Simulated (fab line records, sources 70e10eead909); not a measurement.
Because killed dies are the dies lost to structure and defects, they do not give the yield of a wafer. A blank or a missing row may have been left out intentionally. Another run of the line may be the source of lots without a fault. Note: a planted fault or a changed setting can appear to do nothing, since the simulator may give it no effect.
The tool behind it: which one? + flow nand_harc + 14 lots, 42 wafers sampled, at 2 steps of a route of 1302

== WHAT EACH GAUGE READ, for each wafer ==
NHARC_P_BONDPAD_OVL_MEAS_38. Usual: overlay_x_nm 0 nm, standard deviation 5.8; overlay_y_nm 0 nm, standard deviation 5.4.
| lot  | measured     | on         | overlay_x_nm (nm) | overlay_y_nm (nm) | flag |
|------|--------------|------------|-------------------|-------------------|------|
| L353 | day 6 23:16  | overlay-02 | -3 -3 -3          | -4 -4 -4          |      |
| L354 | day 7 17:27  | overlay-02 | -14 -13 -13       | -4 -4 -3          |      |
| L355 | day 8 02:49  | overlay-01 | -2 -3 -3          | -3 -2 -3          |      |
| L356 | day 8 05:51  | overlay-01 | 0 -1 -1           | 7 6 7             |      |
| L360 | day 10 01:36 | overlay-01 | 5 5 4             | 2 2 3             |      |
| L361 | day 10 15:18 | overlay-01 | -10 -11 -10       | -3 -3 -3          |      |
| L367 | day 13 02:43 | overlay-02 | 1 1 1             | 4 4 3             |      |
| L368 | day 13 03:17 | overlay-01 | -1 -1 -2          | -6 -6 -6          |      |
| L369 | day 13 19:49 | overlay-01 | -7 -7 -7          | 11 11 11          |      |
| L371 | day 14 07:16 | overlay-02 | 10 10 10          | 0 0 -1            |      |
| L372 | day 14 20:47 | overlay-01 | 7 7 7             | -5 -5 -5          |      |
| L373 | day 15 02:01 | overlay-02 | 3 2 2             | 5 5 5             |      |
| L374 | day 15 19:05 | overlay-02 | -10 -10 -9        | -8 -9 -9          |      |
| L375 | day 16 03:14 | overlay-01 | 8 7 7             | -2 -2 -3          |      |

== TOOL THAT RAN EACH LOT (tool first, then ch and the chambers of the sampled wafers, then the start) ==
| lot  | NHARC_P_M2_ANNEAL_31             |
|------|----------------------------------|
| L353 | rtp_anneal-01 ch 0, day 6 20:43  |
| L354 | rtp_anneal-02 ch 0, day 7 14:58  |
| L355 | rtp_anneal-01 ch 0, day 8 00:11  |
| L356 | rtp_anneal-02 ch 0, day 8 03:20  |
| L360 | rtp_anneal-02 ch 0, day 9 22:53  |
| L361 | rtp_anneal-02 ch 0, day 10 12:43 |
| L367 | rtp_anneal-02 ch 0, day 13 00:10 |
| L368 | rtp_anneal-02 ch 0, day 13 00:44 |
| L369 | rtp_anneal-01 ch 0, day 13 17:07 |
| L371 | rtp_anneal-02 ch 0, day 14 04:37 |
| L372 | rtp_anneal-01 ch 0, day 14 18:12 |
| L373 | rtp_anneal-02 ch 0, day 14 23:32 |
| L374 | rtp_anneal-01 ch 0, day 15 16:31 |
| L375 | rtp_anneal-01 ch 0, day 16 00:44 |
- NHARC_P_M2_ANNEAL_31: time 90 s.

== WHAT THE TOOLS THEMSELVES READ (means of the sampled wafers that have a number; where no wafer has one, the mark that the record gives instead) ==
NHARC_P_M2_ANNEAL_31. Usual: wafer_temp_C_max 226.2, standard deviation 0.4.
| lot  | tool          | wafer_temp_C_max | flag |
|------|---------------|------------------|------|
| L353 | rtp_anneal-01 | 226.4            |      |
| L354 | rtp_anneal-02 | 225.8            |      |
| L355 | rtp_anneal-01 | 226.5            |      |
| L356 | rtp_anneal-02 | 225.8            |      |
| L360 | rtp_anneal-02 | 226.0            |      |
| L361 | rtp_anneal-02 | 225.7            |      |
| L367 | rtp_anneal-02 | 226.0            |      |
| L368 | rtp_anneal-02 | 225.8            |      |
| L369 | rtp_anneal-01 | 226.7            |      |
| L371 | rtp_anneal-02 | 226.2            |      |
| L372 | rtp_anneal-01 | 226.6            |      |
| L373 | rtp_anneal-02 | 226.2            |      |
| L374 | rtp_anneal-01 | 226.6            |      |
| L375 | rtp_anneal-01 | 226.7            |      |

== THE ANSWER, worked out from the rows above alone ==
Rule: a lot counts as off when the mean over its wafers that have a number is more than 3 standard deviations away from the usual mean. A lot without any number at a reading at which 4 lots or more have one is off too. Any other lot the step has rows for is counted as sound. The gauges are gone through in route order, then the tools' own readings, and for those a lot's mean is taken as printed above. The first step at which some lot is off is used, and at that step the reading that is off furthest; a lot without a number counts as furthest.
No lot is off on any of the readings shown, so nothing can be concluded from this.

== WHAT THE SIMULATOR PUT IN ==
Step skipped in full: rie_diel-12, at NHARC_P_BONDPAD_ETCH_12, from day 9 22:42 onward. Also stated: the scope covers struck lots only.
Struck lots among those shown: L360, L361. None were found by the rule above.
